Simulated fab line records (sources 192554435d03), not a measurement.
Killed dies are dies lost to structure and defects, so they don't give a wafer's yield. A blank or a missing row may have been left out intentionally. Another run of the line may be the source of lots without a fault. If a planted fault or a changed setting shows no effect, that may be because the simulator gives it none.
The tool behind it: which one? :: flow n5 finfet :: 24 lots, 72 wafers sampled, at 3 steps of a route of 1938

WHAT EACH GAUGE READ, for each wafer
N5_BEOL_M15_INSPECT_12: inspects for defects (macro). Usual: raw defect count at 1.9, with a standard deviation of 1.4.
lot: L074
measured: day 11 15:30
on: defect inspect-02
raw defect count: 3 1 2
flag: 

lot: L076
measured: day 11 23:08
on: defect inspect-01
raw defect count: 2 2 2
flag: 

lot: L075
measured: day 11 23:18
on: defect inspect-02
raw defect count: 0 1 0
flag: 

lot: L077
measured: day 12 04:11
on: defect inspect-01
raw defect count: 3 1 2
flag: 

lot: L078
measured: day 12 17:25
on: defect inspect-02
raw defect count: 5 1 1
flag: 

lot: L079
measured: day 13 01:52
on: defect inspect-02
raw defect count: 3 2 2
flag: 

lot: L081
measured: day 13 13:05
on: defect inspect-01
raw defect count: 2 2 0
flag: 

lot: L080
measured: day 14 04:26
on: defect inspect-01
raw defect count: 2 0 1
flag: 

lot: L083
measured: day 14 09:24
on: defect inspect-02
raw defect count: 2 3 2
flag: 

lot: L082
measured: day 15 00:47
on: defect inspect-01
raw defect count: 3 0 2
flag: 

lot: L085
measured: day 15 03:29
on: defect inspect-02
raw defect count: 2 2 4
flag: 

lot: L087
measured: day 15 13:46
on: defect inspect-01
raw defect count: 1 1 3
flag: 

lot: L086
measured: day 15 14:00
on: defect inspect-01
raw defect count: 2 3 2
flag: 

lot: L084
measured: day 15 14:59
on: defect inspect-02
raw defect count: 1 3 0
flag: 

lot: L089
measured: day 16 08:35
on: defect inspect-01
raw defect count: 2 5 1
flag: 

lot: L091
measured: day 16 12:19
on: defect inspect-01
raw defect count: 1 3 3
flag: 

lot: L088
measured: day 16 12:44
on: defect inspect-02
raw defect count: 1 3 3
flag: 

lot: L094
measured: day 16 21:20
on: defect inspect-01
raw defect count: 3 1 2
flag: 

lot: L090
measured: day 17 01:54
on: defect inspect-02
raw defect count: 4 1 2
flag: 

lot: L096
measured: day 17 12:31
on: defect inspect-02
raw defect count: 4 0 1
flag: 

lot: L093
measured: day 17 16:15
on: defect inspect-02
raw defect count: 2 2 2
flag: 

lot: L092
measured: day 17 16:25
on: defect inspect-02
raw defect count: 0 1 5
flag: 

lot: L095
measured: day 18 02:25
on: defect inspect-02
raw defect count: 2 1 1
flag: 

lot: L097
measured: day 18 03:13
on: defect inspect-02
raw defect count: 3 1 0
flag: 

WHAT TOOL EACH LOT RAN ON (gives the tool, then ch and the chambers of the sampled wafers, and finally the start)
lot: L074
N5_BEOL_M13_TRENCH_ETCH_34: rie diel-04 ch 0,1,3, day 11 05:35
N5_BEOL_M14_SPUTTER_45: pvd sputter-02, day 11 13:41

lot: L076
N5_BEOL_M13_TRENCH_ETCH_34: rie diel-04 ch 0,1,2, day 11 10:28
N5_BEOL_M14_SPUTTER_45: pvd sputter-03, day 11 21:11

lot: L075
N5_BEOL_M13_TRENCH_ETCH_34: rie diel-01 ch 0,1, day 11 11:11
N5_BEOL_M14_SPUTTER_45: pvd sputter-02, day 11 21:16

lot: L077
N5_BEOL_M13_TRENCH_ETCH_34: rie diel-01 ch 0,2,3, day 11 17:58
N5_BEOL_M14_SPUTTER_45: pvd sputter-01, day 12 02:20

lot: L078
N5_BEOL_M13_TRENCH_ETCH_34: rie diel-03 ch 0,2,3, day 12 06:46
N5_BEOL_M14_SPUTTER_45: pvd sputter-01, day 12 15:35

lot: L079
N5_BEOL_M13_TRENCH_ETCH_34: rie diel-04 ch 0,1,3, day 12 15:19
N5_BEOL_M14_SPUTTER_45: pvd sputter-03, day 12 23:55

lot: L081
N5_BEOL_M13_TRENCH_ETCH_34: rie diel-04 ch 1,3, day 13 03:17
N5_BEOL_M14_SPUTTER_45: pvd sputter-03, day 13 11:14

lot: L080
N5_BEOL_M13_TRENCH_ETCH_34: rie diel-03 ch 0,2,3, day 13 19:16
N5_BEOL_M14_SPUTTER_45: pvd sputter-01, day 14 02:07

lot: L083
N5_BEOL_M13_TRENCH_ETCH_34: rie diel-04 ch 1,2,3, day 13 23:35
N5_BEOL_M14_SPUTTER_45: pvd sputter-02, day 14 07:42

lot: L082
N5_BEOL_M13_TRENCH_ETCH_34: rie diel-03 ch 1,2, day 14 11:19
N5_BEOL_M14_SPUTTER_45: pvd sputter-01, day 14 23:00

lot: L085
N5_BEOL_M13_TRENCH_ETCH_34: rie diel-03 ch 0,2,3, day 14 14:12
N5_BEOL_M14_SPUTTER_45: pvd sputter-02, day 15 01:40

lot: L087
N5_BEOL_M13_TRENCH_ETCH_34: rie diel-03 ch 1,2,3, day 15 01:50
N5_BEOL_M14_SPUTTER_45: pvd sputter-01, day 15 12:02

lot: L086
N5_BEOL_M13_TRENCH_ETCH_34: rie diel-03 ch 0,3, day 15 03:26
N5_BEOL_M14_SPUTTER_45: pvd sputter-03, day 15 12:19

lot: L084
N5_BEOL_M13_TRENCH_ETCH_34: rie diel-01 ch 0,2,3, day 15 05:08
N5_BEOL_M14_SPUTTER_45: pvd sputter-01, day 15 12:26

lot: L089
N5_BEOL_M13_TRENCH_ETCH_34: rie diel-03 ch 1,2, day 15 20:28
N5_BEOL_M14_SPUTTER_45: pvd sputter-03, day 16 06:40

lot: L091
N5_BEOL_M13_TRENCH_ETCH_34: rie diel-04 ch 0,1,3, day 16 01:10
N5_BEOL_M14_SPUTTER_45: pvd sputter-03, day 16 10:29

lot: L088
N5_BEOL_M13_TRENCH_ETCH_34: rie diel-01 ch 1,2,3, day 16 01:24
N5_BEOL_M14_SPUTTER_45: pvd sputter-03, day 16 10:55

lot: L094
N5_BEOL_M13_TRENCH_ETCH_34: rie diel-03 ch 1,2, day 16 10:14
N5_BEOL_M14_SPUTTER_45: pvd sputter-02, day 16 19:29

lot: L090
N5_BEOL_M13_TRENCH_ETCH_34: rie diel-04 ch 0,1,2, day 16 18:28
N5_BEOL_M14_SPUTTER_45: pvd sputter-01, day 17 00:11

lot: L096
N5_BEOL_M13_TRENCH_ETCH_34: rie diel-04 ch 1,3, day 17 01:31
N5_BEOL_M14_SPUTTER_45: pvd sputter-02, day 17 10:31

lot: L093
N5_BEOL_M13_TRENCH_ETCH_34: rie diel-03 ch 1,2, day 17 01:51
N5_BEOL_M14_SPUTTER_45: pvd sputter-01, day 17 14:26

lot: L092
N5_BEOL_M13_TRENCH_ETCH_34: rie diel-03 ch 0,1, day 17 02:38
N5_BEOL_M14_SPUTTER_45: pvd sputter-03, day 17 14:30

lot: L095
N5_BEOL_M13_TRENCH_ETCH_34: rie diel-01 ch 0,2,3, day 17 07:26
N5_BEOL_M14_SPUTTER_45: pvd sputter-02, day 18 00:08

lot: L097
N5_BEOL_M13_TRENCH_ETCH_34: rie diel-04 ch 1,2, day 17 15:21
N5_BEOL_M14_SPUTTER_45: pvd sputter-03, day 18 00:38
- N5_BEOL_M13_TRENCH_ETCH_34: etches SiOC in C4F8/O2/Ar, target depth 413.47 nm, time 162.6 s.
- N5_BEOL_M14_SPUTTER_45: material Cu, target thk 100 nm, time 16.67 s.

AS READ BY THE TOOLS THEMSELVES (means over the sampled wafers that have a number; for cases with no such wafer, the mark the record gives instead)
N5_BEOL_M13_TRENCH_ETCH_34. Usual: bias w 700.0 W, standard deviation 2.1; drypump motor current A 5.9 A, standard deviation 0.71; oes product au 0.75 a.u., standard deviation 0.052; rf vpp V 664.6 V, standard deviation 2.6; showerhead plenum p Torr 3.38 Torr, standard deviation 0.086; throttle valve pct 24.04 %, standard deviation 0.18.
lot: L074
tool: rie diel-04
bias w (W): 700.0
drypump motor current A (A): 5.6
oes product au (a.u.): 0.75
rf vpp V (V): 667.4
showerhead plenum p Torr (Torr): 3.45
throttle valve pct (%): 24.02
flag: 

lot: L076
tool: rie diel-04
bias w (W): 700.9
drypump motor current A (A): 5.5
oes product au (a.u.): 0.76
rf vpp V (V): 666.4
showerhead plenum p Torr (Torr): 3.46
throttle valve pct (%): 23.95
flag: 

lot: L075
tool: rie diel-01
bias w (W): 698.9
drypump motor current A (A): 5.1
oes product au (a.u.): 0.72
rf vpp V (V): 662.4
showerhead plenum p Torr (Torr): 3.32
throttle valve pct (%): 24.28
flag: 

lot: L077
tool: rie diel-01
bias w (W): 699.7
drypump motor current A (A): 5.7
oes product au (a.u.): 0.78
rf vpp V (V): 664.5
showerhead plenum p Torr (Torr): 3.40
throttle valve pct (%): 24.17
flag: 

lot: L078
tool: rie diel-03
bias w (W): 701.0
drypump motor current A (A): 6.5
oes product au (a.u.): 0.75
rf vpp V (V): 663.4
showerhead plenum p Torr (Torr): 3.34
throttle valve pct (%): 24.07
flag: 

lot: L079
tool: rie diel-04
bias w (W): 699.4
drypump motor current A (A): 5.6
oes product au (a.u.): 0.74
rf vpp V (V): 667.0
showerhead plenum p Torr (Torr): 3.44
throttle valve pct (%): 24.04
flag: 

lot: L081
tool: rie diel-04
bias w (W): 701.8
drypump motor current A (A): 6.0
oes product au (a.u.): 0.78
rf vpp V (V): 664.7
showerhead plenum p Torr (Torr): 3.38
throttle valve pct (%): 24.09
flag: 

lot: L080
tool: rie diel-03
bias w (W): 697.8
drypump motor current A (A): 6.5
oes product au (a.u.): 0.73
rf vpp V (V): 664.1
showerhead plenum p Torr (Torr): 3.33
throttle valve pct (%): 24.10
flag: 

lot: L083
tool: rie diel-04
bias w (W): 701.1
drypump motor current A (A): 6.0
oes product au (a.u.): 0.78
rf vpp V (V): 664.5
showerhead plenum p Torr (Torr): 3.39
throttle valve pct (%): 24.01
flag: 

lot: L082
tool: rie diel-03
bias w (W): 697.5
drypump motor current A (A): 6.2
oes product au (a.u.): 0.74
rf vpp V (V): 662.4
showerhead plenum p Torr (Torr): 3.32
throttle valve pct (%): 24.10
flag: 

lot: L085
tool: rie diel-03
bias w (W): 701.6
drypump motor current A (A): 6.5
oes product au (a.u.): 0.73
rf vpp V (V): 664.1
showerhead plenum p Torr (Torr): 3.33
throttle valve pct (%): 24.10
flag: 

lot: L087
tool: rie diel-03
bias w (W): 699.2
drypump motor current A (A): 6.1
oes product au (a.u.): 0.74
rf vpp V (V): 664.6
showerhead plenum p Torr (Torr): 3.35
throttle valve pct (%): 24.04
flag: 

lot: L086
tool: rie diel-03
bias w (W): 700.2
drypump motor current A (A): 6.4
oes product au (a.u.): 0.74
rf vpp V (V): 665.0
showerhead plenum p Torr (Torr): 3.37
throttle valve pct (%): 23.98
flag: 

lot: L084
tool: rie diel-01
bias w (W): 702.3
drypump motor current A (A): 5.7
oes product au (a.u.): 0.75
rf vpp V (V): 664.5
showerhead plenum p Torr (Torr): 3.39
throttle valve pct (%): 24.20
flag: 

lot: L089
tool: rie diel-03
bias w (W): 697.4
drypump motor current A (A): 6.2
oes product au (a.u.): 0.73
rf vpp V (V): 662.0
showerhead plenum p Torr (Torr): 3.31
throttle valve pct (%): 24.10
flag: 

lot: L091
tool: rie diel-04
bias w (W): 700.6
drypump motor current A (A): 5.6
oes product au (a.u.): 0.72
rf vpp V (V): 666.2
showerhead plenum p Torr (Torr): 3.43
throttle valve pct (%): 24.07
flag: 

lot: L088
tool: rie diel-01
bias w (W): 699.9
drypump motor current A (A): 5.5
oes product au (a.u.): 0.72
rf vpp V (V): 663.3
showerhead plenum p Torr (Torr): 3.32
throttle valve pct (%): 24.16
flag: 

lot: L094
tool: rie diel-03
bias w (W): 702.1
drypump motor current A (A): 6.2
oes product au (a.u.): 0.74
rf vpp V (V): 662.9
showerhead plenum p Torr (Torr): 3.31
throttle valve pct (%): 24.11
flag: 

lot: L090
tool: rie diel-04
bias w (W): 698.8
drypump motor current A (A): 5.5
oes product au (a.u.): 0.73
rf vpp V (V): 666.6
showerhead plenum p Torr (Torr): 3.44
throttle valve pct (%): 24.00
flag: 

lot: L096
tool: rie diel-04
bias w (W): 700.8
drypump motor current A (A): 6.1
oes product au (a.u.): 0.75
rf vpp V (V): 664.4
showerhead plenum p Torr (Torr): 3.37
throttle valve pct (%): 24.11
flag: 

lot: L093
tool: rie diel-03
bias w (W): 700.1
drypump motor current A (A): 6.2
oes product au (a.u.): 0.73
rf vpp V (V): 662.2
showerhead plenum p Torr (Torr): 3.31
throttle valve pct (%): 24.13
flag: 

lot: L092
tool: rie diel-03
bias w (W): 699.0
drypump motor current A (A): 6.1
oes product au (a.u.): 0.76
rf vpp V (V): 665.6
showerhead plenum p Torr (Torr): 3.40
throttle valve pct (%): 23.87
flag: 

lot: L095
tool: rie diel-01
bias w (W): 699.4
drypump motor current A (A): 5.7
oes product au (a.u.): 0.74
rf vpp V (V): 664.1
showerhead plenum p Torr (Torr): 3.38
throttle valve pct (%): 24.21
flag: 

lot: L097
tool: rie diel-04
bias w (W): 698.0
drypump motor current A (A): 5.9
oes product au (a.u.): 0.76
rf vpp V (V): 664.2
showerhead plenum p Torr (Torr): 3.38
throttle valve pct (%): 23.97
flag: 

N5_BEOL_M14_SPUTTER_45. Usual: throttle valve pct at 30.2 %, with a standard deviation of 0.99.
lot: L074
tool: pvd sputter-02
throttle valve pct (%): 29.9
flag: 

lot: L076
tool: pvd sputter-03
throttle valve pct (%): 30.5
flag: 

lot: L075
tool: pvd sputter-02
throttle valve pct (%): 29.5
flag: 

lot: L077
tool: pvd sputter-01
throttle valve pct (%): 30.6
flag: 

lot: L078
tool: pvd sputter-01
throttle valve pct (%): 30.5
flag: 

lot: L079
tool: pvd sputter-03
throttle valve pct (%): 30.2
flag: 

lot: L081
tool: pvd sputter-03
throttle valve pct (%): 29.2
flag: 

lot: L080
tool: pvd sputter-01
throttle valve pct (%): 30.7
flag: 

lot: L083
tool: pvd sputter-02
throttle valve pct (%): 29.5
flag: 

lot: L082
tool: pvd sputter-01
throttle valve pct (%): 29.9
flag: 

lot: L085
tool: pvd sputter-02
throttle valve pct (%): 30.1
flag: 

lot: L087
tool: pvd sputter-01
throttle valve pct (%): 30.4
flag: 

lot: L086
tool: pvd sputter-03
throttle valve pct (%): 30.9
flag: 

lot: L084
tool: pvd sputter-01
throttle valve pct (%): 30.0
flag: 

lot: L089
tool: pvd sputter-03
throttle valve pct (%): 30.2
flag: 

lot: L091
tool: pvd sputter-03
throttle valve pct (%): 30.1
flag: 

lot: L088
tool: pvd sputter-03
throttle valve pct (%): 30.5
flag: 

lot: L094
tool: pvd sputter-02
throttle valve pct (%): 29.4
flag: 

lot: L090
tool: pvd sputter-01
throttle valve pct (%): 30.5
flag: 

lot: L096
tool: pvd sputter-02
throttle valve pct (%): 29.3
flag: 

lot: L093
tool: pvd sputter-01
throttle valve pct (%): 30.6
flag: 

lot: L092
tool: pvd sputter-03
throttle valve pct (%): 29.7
flag: 

lot: L095
tool: pvd sputter-02
throttle valve pct (%): 30.5
flag: 

lot: L097
tool: pvd sputter-03
throttle valve pct (%): 30.1
flag: 

THE ANSWER, worked out from the rows above alone
Rule: a lot is off if the mean of its wafers that have a number lies more than 3 standard deviations from the usual mean. Also off: a lot with no number at a reading for which 4 or more lots have one. The other lots that the step has rows for count as sound. The gauges are gone through in route order, then the tools' own readings, and for those a lot's mean is taken as printed above. The first step at which some lot is off is used, and at that step the reading that is off furthest; a lot without a number counts as furthest.
No lot is off at any reading shown: from this, nothing can be told.

WHAT THE SIMULATOR PUT IN
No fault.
